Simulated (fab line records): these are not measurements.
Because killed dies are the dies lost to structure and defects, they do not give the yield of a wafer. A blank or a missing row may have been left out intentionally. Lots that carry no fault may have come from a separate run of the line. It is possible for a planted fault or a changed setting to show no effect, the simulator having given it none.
Comparing a struck lot with a sound one :: flow nand-harc :: 41 steps out of a route of 1302
Sound: these wafers, L610.3, L610.4, L610.6. Struck: wafers L615.3, L615.6. (L615.5 of the same lot was not struck and is left out.) The cause comes at the end.
At each step with rows: each side's tool, then ch and its chambers, then its first start. Under that, the readings that differ: sound wafers :: struck wafers :: difference of the means :: sigmas: that difference in standard deviations of wafers without a fault.
alike: a reading whose means differ by less than 2 such deviations, as well as words and numbers matching on both sides. not compared: withheld readings; readings where some wafer has no value; bounds like >300 that might hide an equal value; numbers whose values overlap and for which the record gives no deviation.
Wherever a step has rows on one side only, a row that says differs or no value, or a row with sigmas, the two part there. Numbers that don't overlap but have no deviation are shown without sigmas and don't part them. Lack of a reading on every wafer of one side parts them only where that side has two or more wafers.

first, 3 steps without rows for these wafers: NHARC_THIN_TSV_DESCUM_14 (chemistry O2, time 3 s); NHARC_THIN_TSV_ETCH_44 (etches the open film in CF4/O2, target depth 1594.2 nm, time 797.1 s); NHARC_THIN_TSV_ETCH_15 (target depth 3000 nm, bosch target overetch cycles 2, bosch etch step 2.8 s).
NHARC_THIN_TSV_CD_MEAS_16:
  sound: cd-sem-01 at day 24 09:11; struck: cd-sem-02 at day 27 17:05
  alike: cd-nm
then, 3 steps without rows for these wafers: NHARC_THIN_TSV_STRIP_45 (strips in O2); NHARC_THIN_TSV_STRIP_46 (strips in post etch residue remover, time 1200 s); NHARC_THIN_TSV_DEP_47 (deposits SiO2, target thk 200 nm).
NHARC_THIN_TSV_ETCHBACK_48: etches the open film in C4F8/Ar, target depth 1028.5 nm, time 405.17 s.
  sound on rie-diel-06 ch 0,1,3, day 24 10:29; struck on rie-diel-06 ch 0,1, day 27 18:22
reading: oes-product-au (a.u.)
sound: 1.01 1.00 0.98
struck: 0.92 0.93
difference: -0.07
sigmas: -2
  alike: bias-w, rf-vpp-V
  not compared: rf-hours-counter-h
NHARC_THIN_TSV_STRIP_62: strips in N2/H2, time 20 s.
  sound on plasma-asher-01 ch 0,1, day 24 10:51; struck on plasma-asher-01 ch 0,1, day 27 18:48
  alike: drypump-motor-current-A, heater-power-w
  not compared: rf-hours-counter-h
then, 3 steps without rows for these wafers: NHARC_THIN_TSV_DEGAS_49 (time 120 s); NHARC_THIN_TSV_PRE_CLEAN_50 (time 30 s); NHARC_THIN_TSV_PVD_19 (deposits TaN, target thk 20 nm).
NHARC_THIN_TSV_PVD_51: deposits Cu, target thk 100 nm.
  sound: pvd-sputter-03 at day 24 11:15; struck: pvd-sputter-03 at day 27 19:11
  alike: throttle-valve-pct
then, 1 step without rows for these wafers: NHARC_THIN_TSV_ECD_20 (material Cu, target thk 2000 nm).
NHARC_THIN_TSV_ANNEAL_52: time 90 s.
  sound on rtp-anneal-02 ch 0, day 24 12:23; struck on rtp-anneal-01 ch 0, day 27 20:13
  alike: wafer_temp_C_max
then, 3 steps without rows for these wafers: NHARC_THIN_TSV_CMP_21 (polishes, t overpolish 30 s, target thk 2000 nm); NHARC_THIN_TSV_SRD_23; NHARC_THIN_TSV_DEGAS_53 (time 60 s).
NHARC_THIN_TSV_PRE_CLEAN_54: time 30 s.
  sound: pvd-sputter-02 at day 24 13:11; struck: pvd-sputter-03 at day 27 21:01
  alike: heater-power-w, susceptor-temp-C
then, 10 steps without rows for these wafers: NHARC_THIN_TSV_PVD_55 (deposits TiN, target thk 50 nm); NHARC_THIN_TSV_PVD_24 (deposits Al, target thk 800 nm); NHARC_THIN_TSV_DEHYDRATE_25 (time 120 s); NHARC_THIN_TSV_HMDS_26 (time 30 s); NHARC_THIN_TSV_COAT_27; NHARC_THIN_TSV_SOFTBAKE_28 (time 95 s); NHARC_THIN_TSV_EBR_29; NHARC_THIN_TSV_EXPOSE_30 (exposes mask PAD); NHARC_THIN_TSV_PEB_31 (peb time 85 s); NHARC_THIN_TSV_DEVELOP_32 (time 70 s).
NHARC_THIN_TSV_CD_MEAS_33 targets a cd of 5000 nm.
  sound on cd-sem-02 ch 0, day 24 14:15; struck on cd-sem-02 ch 0, day 27 22:04
reading: cd-nm (nm)
sound: 4999.9 5002.2 4999.6
struck: 4997.6 4994.1
difference: -4.7
sigmas: -2
then, 2 steps without rows for these wafers: NHARC_THIN_TSV_HARDBAKE_34 (time 80 s); NHARC_THIN_TSV_DESCUM_35 (chemistry O2, time 3 s).
NHARC_THIN_TSV_ETCH_59: etches the open film in Cl2/BCl3, target depth 880 nm, time 138.1 s.
  sound on rie-metal-02 ch 1, day 24 14:40; struck on rie-metal-01 ch 0, day 27 22:25
  alike: bias-w, drypump-motor-current-A, oes-product-au, throttle-valve-pct
  not compared: rf-hours-counter-h
then, 3 steps without rows for these wafers: NHARC_THIN_TSV_ETCH_36 (etches the open film in Cl2/BCl3, target depth 65 nm, time 18.571 s); NHARC_THIN_TSV_STRIP_56 (strips in O2); NHARC_THIN_TSV_STRIP_57 (strips in post etch residue remover, time 1200 s).
NHARC_THIN_TSV_CD_MEAS_37:
  sound: cd-sem-01 at day 24 15:56; struck: cd-sem-03 at day 27 23:31
  alike: cd-nm
then, 1 step without rows for these wafers: NHARC_THIN_TSV_ANNEAL_58 (time 1800 s).
NHARC_THIN_TSV_INSPECT_40:
  sound: defect-inspect-02 at day 24 22:51; struck: defect-inspect-02 at day 28 04:06
  alike: raw-defect-count
NHARC_END_WLT_00:
  sound wafers here have rows in the record (prober-02, day 25 07:38); struck ones have none
NHARC_END_SORT_01:
  sound on prober-02 ch 0, day 25 11:13; struck on prober-01 ch 0, day 28 10:19
reading: defect-limited-yield (%)
sound: 93.4 93.5 92.6
struck: 0 0
difference: -93
sigmas: -62

reading: killed-at-other
sound: 1 1 0
struck: 628 640
difference: +633
sigmas: +99 or more

reading: killed-dies
sound: 45 44 50
struck: 677 677
difference: +631
sigmas: +63

reading: sort_bin_2_pct (%)
sound: 3.4 2.8 2.2
struck: 95.1 96.5
difference: +93.0
sigmas: +99 or more

reading: sort-n-pass
sound: 632 633 627
struck: 0 0
difference: -631
sigmas: -63

reading: sort-rim-yield-pct (%)
sound: 78 83 80
struck: 0 0
difference: -80
sigmas: -18

reading: sort-yield-pct (%)
sound: 93.4 93.5 92.6
struck: 0 0
difference: -93
sigmas: -62
  alike: killed-at-array, killed-at-periphery, killed-open, killed-short, sort_bin_3_pct, sort_bin_4_pct

## WHERE THEY PART
First at NHARC_THIN_TSV_ETCHBACK_48; last, within this record, at NHARC_END_SORT_01.

WHY: the cause the simulator had injected
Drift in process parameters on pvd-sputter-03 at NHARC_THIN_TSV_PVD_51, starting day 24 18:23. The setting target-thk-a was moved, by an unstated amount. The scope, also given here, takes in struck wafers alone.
